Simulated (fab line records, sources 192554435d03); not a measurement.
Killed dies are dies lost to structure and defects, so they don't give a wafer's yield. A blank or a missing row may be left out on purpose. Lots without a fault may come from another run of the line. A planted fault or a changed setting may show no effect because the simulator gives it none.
Which tool did it? | flow n5_finfet | 9 lots, 24 wafers sampled, at 5 steps of a route of 1938

WHAT THE GAUGES READ, wafer by wafer
N5_BEOL_M0_SAQP_CD_MEAS_29: target cd 14.4 nm.
lot  | measured     | on        | cd_nm (nm)
L554 | day 5 23:41  | cd_sem-01 | 15.23 14.97 14.85
L558 | day 6 20:45  | cd_sem-03 | 15.19 15.47 14.86
L562 | day 8 00:09  | cd_sem-02 | 15.12 14.99 14.85
L566 | day 8 23:40  | cd_sem-01 | 15.24 15.28 14.91
L567 | day 9 19:32  | cd_sem-03 | 15.05 10.22
L569 | day 10 00:03 | cd_sem-03 | 14.98 10.28
L571 | day 10 10:35 | cd_sem-01 | 14.90 15.02 14.92
L575 | day 11 10:14 | cd_sem-01 | 9.90 10.40
L576 | day 11 17:24 | cd_sem-02 | 14.99 15.03 14.81

WHICH TOOL RAN EACH LOT (tool, then ch and the chambers of the sampled wafers, then the start)
lot  | N5_BEOL_M0_SAQP_ETCH_83            | N5_BEOL_M0_SAQP_ETCH_84            | N5_BEOL_M0_SAQP_RECESS_114         | N5_BEOL_M0_SAQP_SPACER2_ALD_26
L554 | rie_diel-02 ch 0,2,3, day 5 19:32  | rie_diel-02 ch 0,2,3, day 5 19:35  | vapor_etch-01 ch 0,1, day 5 20:01  | ald_sin-02 ch 1,2,3, day 5 22:56
L558 | rie_diel-04 ch 0,2, day 6 17:18    | rie_diel-04 ch 0,2, day 6 17:21    | vapor_etch-02 ch 0,1, day 6 17:46  | ald_sin-02 ch 0,1,2, day 6 20:01
L562 | rie_diel-02 ch 1,3, day 7 20:52    | rie_diel-02 ch 1,3, day 7 20:55    | vapor_etch-01 ch 0,1, day 7 21:20  | ald_sin-03 ch 0,1,3, day 7 23:24
L566 | rie_diel-04 ch 0,1, day 8 17:49    | rie_diel-04 ch 0,1, day 8 17:52    | vapor_etch-02 ch 1, day 8 18:21    | ald_sin-03 ch 1,2, day 8 22:51
L567 | rie_diel-05 ch 1,2, day 9 14:25    | rie_diel-05 ch 1,2, day 9 14:28    | vapor_etch-02 ch 0, day 9 15:03    | ald_sin-03 ch 0,3, day 9 18:47
L569 | rie_diel-02 ch 1,3, day 9 20:40    | rie_diel-02 ch 1,3, day 9 20:43    | vapor_etch-01 ch 0,1, day 9 21:09  | ald_sin-03 ch 0, day 9 23:13
L571 | rie_diel-02 ch 0,1,2, day 10 05:50 | rie_diel-02 ch 0,1,2, day 10 05:53 | vapor_etch-01 ch 0,1, day 10 06:26 | ald_sin-01 ch 1,2,3, day 10 09:50
L575 | rie_diel-05 ch 1,2, day 11 06:41   | rie_diel-05 ch 1,2, day 11 06:45   | vapor_etch-02 ch 0,1, day 11 07:22 | ald_sin-03 ch 2,3, day 11 09:45
L576 | rie_diel-04 ch 1,2,3, day 11 14:01 | rie_diel-04 ch 1,2,3, day 11 14:04 | vapor_etch-02 ch 0,1, day 11 14:29 | ald_sin-01 ch 1,2,3, day 11 16:37
- N5_BEOL_M0_SAQP_ETCH_83: etches SiARC in CF4, target depth 39 nm, time 65 s.
- N5_BEOL_M0_SAQP_ETCH_84: etches SOC in N2/H2, target depth 100 nm, overetch 20 nm, time 150 s.
- N5_BEOL_M0_SAQP_RECESS_114: chemistry HF/NH3, target SiO2, target depth 14.4 nm, afs cycles 3, sublimation time 60 s.
- N5_BEOL_M0_SAQP_SPACER2_ALD_26: deposits SiO2, target thk 15 nm, pulse time 1 s, purge time 2 s.

THE ANSWER, worked out from the rows above alone
Rule: what is usual is taken from the lots themselves. Put in order of their means at a reading, lots are off if they are a third of the lots or fewer, leave a main group of 4 or more, and stand apart from it by a gap of 3 or more times the standard deviation of the main group's means; of several such gaps the widest counts. A main group whose means are all the same, to the digits that the tables above print for the reading, isn't used. A lot without any number at a reading at which 4 lots or more have one is off too. The other lots that the step has rows for count as sound.
Off: L567, L569, L575, at N5_BEOL_M0_SAQP_CD_MEAS_29 (cd_nm). The main group: mean 15.04 nm, standard deviation 0.091.
A tool fits if, at a process step before that reading, it ran every lot that is off, and no sound lot after the first of them. The gauges at N5_BEOL_M0_SAQP_CD_MEAS_29 are tried like those tools. One fits: ald_sin-03 at N5_BEOL_M0_SAQP_SPACER2_ALD_26. Its last sound lot is L566 (day 8 22:51), its first lot that is off L567 (day 9 18:47): a fault that began between those two fits.

WHAT THE SIMULATOR HAD PUT IN
Process parameter drift: ald_sin-03, from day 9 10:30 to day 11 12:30, at N5_BEOL_M0_SAQP_SPACER2_ALD_26. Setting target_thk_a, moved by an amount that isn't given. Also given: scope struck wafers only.
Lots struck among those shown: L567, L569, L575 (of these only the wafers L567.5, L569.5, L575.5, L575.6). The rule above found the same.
